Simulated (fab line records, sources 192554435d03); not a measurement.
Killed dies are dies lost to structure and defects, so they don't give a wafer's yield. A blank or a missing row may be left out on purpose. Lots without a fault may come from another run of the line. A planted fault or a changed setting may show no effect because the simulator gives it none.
A struck lot beside a sound one | flow n5_finfet | 41 steps out of a route of 1938
Sound: wafers L229.1, L229.2, L229.5. Struck: wafer L240.2. (L240.5 of the same lot was not struck and is left out.) The cause comes at the end.
At each step with rows: each side's tool, then ch and its chambers, then its first start. Under that, the readings that differ: sound wafers | struck wafers | difference of the means | sigmas: that difference in standard deviations of wafers without a fault.
alike: readings whose means differ by less than 2 such deviations, and words and numbers that are the same on both sides. not compared: withheld readings, readings that some wafer has no value for, bounds like >300 that may hide the same value, and numbers for which the record gives no deviation and whose values overlap.
The two part at a step that has a row with sigmas, a row that says differs or no value, or rows on one side only. Numbers that don't overlap but have no deviation are shown without sigmas and don't part them. A reading that every wafer of one side lacks parts them only if that side has two wafers or more.

first, 9 steps without rows for these wafers: N5_MOL_CONTACT_COAG_PRE_CLEAN_121; N5_MOL_CONTACT_COAG_CVD_140 (deposits W, target thk 66.5 nm, time 215 s); N5_MOL_CONTACT_COAG_PRECLEAN_127 (cleans in DIW, time 57.5 s); N5_MOL_CONTACT_COAG_SRD_128 (dry time 32 s); N5_MOL_CONTACT_COAG_CMP_52 (polishes, stops on SiO2, t overpolish 1.5 s, target thk 66.5 nm); N5_MOL_CONTACT_COAG_ANNEAL_112 (time 1800 s); N5_BEOL_M0_SAQP_PECVD_00 (deposits SiCN from 3MS/NH3, target thk 8 nm, time 14 s); N5_BEOL_M0_SAQP_ILD_DEP_01 (deposits SiOC from DEMS/O2, target thk 45.419 nm, time 8.7 s); N5_BEOL_M0_SAQP_HM_DEP_02 (deposits TiN, target thk 12 nm).
N5_BEOL_M0_SAQP_PECVD_03: deposits SiCN from 3MS/NH3, target thk 12 nm, time 21.1 s.
  sound on pecvd-01 ch 0,2, day 6 16:44; struck on pecvd-01 ch 1, day 10 00:39
  reading                                         | sound          | struck | difference | sigmas
  run_length_s (s)                                | 51.1 52.1 51.0 | 48.2   | -3.2       | -5
  model.SiCN_of_BEOL_M0_SAQP_PECVD_03.thk_nm (nm) | 12 12 12       | 9.8    | -2.2       |
  alike: showerhead_plenum_p_Torr, throttle_valve_pct
  not compared: rf_fwd_power_W, since_wet_clean_h
then, 25 steps without rows for these wafers: N5_BEOL_M0_SAQP_PECVD_96 (deposits a-Si from SiH4/He, target thk 45 nm, time 45.2 s); N5_BEOL_M0_SAQP_PECVD_97 (deposits SiNx from SiH4/NH3/N2, target thk 23 nm, time 19.9 s); N5_BEOL_M0_SAQP_PECVD_04 (deposits a-Si from SiH4/He, target thk 60 nm, time 60.2 s); N5_BEOL_M0_SAQP_HM_DEP_111 (deposits SiO2 from SiH4/N2O, target thk 12 nm, time 7.2 s); N5_BEOL_M0_SAQP_COAT_81 (time 60 s, resist thk 100 nm); N5_BEOL_M0_SAQP_COAT_82 (time 60 s, resist thk 30 nm); N5_BEOL_M0_SAQP_COAT_08 (resist thk 90 nm); N5_BEOL_M0_SAQP_EBR_10; N5_BEOL_M0_SAQP_SOFTBAKE_09 (time 60 s); N5_BEOL_M0_SAQP_EXPOSE_11 (exposes mask M0 CORE, target cd 42 nm); N5_BEOL_M0_SAQP_PEB_12 (peb time 60 s); N5_BEOL_M0_SAQP_DEVELOP_13 (develop time 30 s); N5_BEOL_M0_SAQP_DESCUM_19 (chemistry O2, time 7.9 s); N5_BEOL_M0_SAQP_ETCH_83 (etches SiARC in CF4, target depth 39 nm, time 65 s); N5_BEOL_M0_SAQP_ETCH_84 (etches SOC in N2/H2, target depth 100 nm, overetch 20 nm, time 150 s); N5_BEOL_M0_SAQP_STRIP_80 (strips in N2/H2); N5_BEOL_M0_SAQP_HM_OPEN_112 (chemistry CHF3/O2, target SiO2, stops on a-Si, target depth 12 nm, time 13.5 s); N5_BEOL_M0_SAQP_STRIP_113 (strips in CHF3/O2); N5_BEOL_M0_SAQP_MANDREL_ETCH_20 (etches a-Si in HBr/Cl2, stops on SiNx, target depth 60 nm, bt time 10 s, time 30 s); N5_BEOL_M0_SAQP_STRIP_86 (strips in N2/H2); N5_BEOL_M0_SAQP_STRIP_115 (strips in post etch residue remover, time 60 s); N5_BEOL_M0_SAQP_SRD_93 (time 30 s); N5_BEOL_M0_SAQP_RECESS_114 (chemistry HF/NH3, target SiO2, target depth 14.4 nm, afs cycles 3, sublimation time 60 s); N5_BEOL_M0_SAQP_SPACER1_ALD_98 (deposits SiO2, target thk 12.8 nm, pulse time 1 s, purge time 2 s); N5_BEOL_M0_SAQP_SPACER1_ETCHBACK_99 (etches SiO2 in CHF3/O2, target depth 15.4 nm, time 7.7 s).
N5_BEOL_M0_SAQP_RECESS_109: chemistry HF/NH3, target SiO2, target depth 3 nm, afs cycles 1, sublimation time 60 s.
  sound on vapor_etch-02 ch 0,1, day 6 20:04; struck on vapor_etch-01 ch 1, day 10 05:20
  reading                                         | sound       | struck | difference | sigmas
  model.SiCN_of_BEOL_M0_SAQP_PECVD_03.thk_nm (nm) | 8.4 8.4 8.4 | 6.2    | -2.2       |
  alike: drypump_motor_current_A
N5_BEOL_M0_ETCH_138: etches SiCN in CH3F/O2, target depth 12 nm, time 31.6 s.
  sound on rie_diel-04 ch 1,3, day 6 23:25; struck on rie_diel-06 ch 0, day 10 08:32
  reading                                               | sound            | struck | difference | sigmas
  etch_rf_on_time_s (s)                                 | 28.2 28.7 28.7   | 21.1   | -7.4       | -10
  model.etch.depth_nm (nm)                              | 8.42 8.485 8.466 | 6.248  | -2.209     |
  model.SiO2_of_BEOL_M0_SAQP_SPACER2_ALD_26.thk_nm (nm) | 5.2 5 5          | 5.8    | +0.7       |
  alike: drypump_motor_current_A, oes_product_au, rf_fwd_power_W, rf_vpp_V, showerhead_plenum_p_Torr, throttle_valve_pct
  not compared: rf_hours_counter_h
N5_BEOL_M0_HM_OPEN_105: chemistry Cl2/BCl3, target TiN, target depth 12 nm.
  sound on rie_metal-02 ch 0,1, day 6 23:40; struck on rie_metal-03 ch 1, day 10 11:07
  reading                                               | sound       | struck | difference | sigmas
  model.SiO2_of_BEOL_M0_SAQP_SPACER2_ALD_26.thk_nm (nm) | 2.6 2.6 2.6 | 3.4    | +0.8       |
  alike: drypump_motor_current_A, oes_product_au, rf_fwd_power_W, throttle_valve_pct
  not compared: rf_hours_counter_h
N5_BEOL_M0_ETCH_128: etches SiCN in CF4/N2, target depth 12 nm, overetch 5.1 nm, time 21.4 s.
  sound on rie_diel-05 ch 1,2,3, day 7 00:12; struck on rie_diel-04 ch 0, day 10 12:07
  reading                  | sound            | struck | difference | sigmas
  model.etch.depth_nm (nm) | 8.42 8.485 8.466 | 12     | +4         |
  alike: cf4_flow_sccm, drypump_motor_current_A, oes_product_au, rf_fwd_power_W, rf_vpp_V, showerhead_plenum_p_Torr, throttle_valve_pct
  not compared: rf_hours_counter_h
N5_BEOL_M4_RC_MEAS_101:
  sound on prober-02 ch 0, day 9 12:49; struck on prober-02 ch 0, day 12 07:05
  alike: DIBL_N, DIBL_P, IOFF_N, IOFF_P, ION_N, ION_P, SS_N, SS_P, VT_N, VT_P
N5_PASSIVATION_PROBE_49:
  the record has rows for the sound wafers here (prober-02, day 14 07:39) and none for the struck ones

WHERE THEY PART
First at N5_BEOL_M0_SAQP_PECVD_03; last, within this record, at N5_PASSIVATION_PROBE_49.

WHY: what the simulator had put in
Process parameter drift: pecvd-01, from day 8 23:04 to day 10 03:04, at N5_BEOL_M0_SAQP_PECVD_03. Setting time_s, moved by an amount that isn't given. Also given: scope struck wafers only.
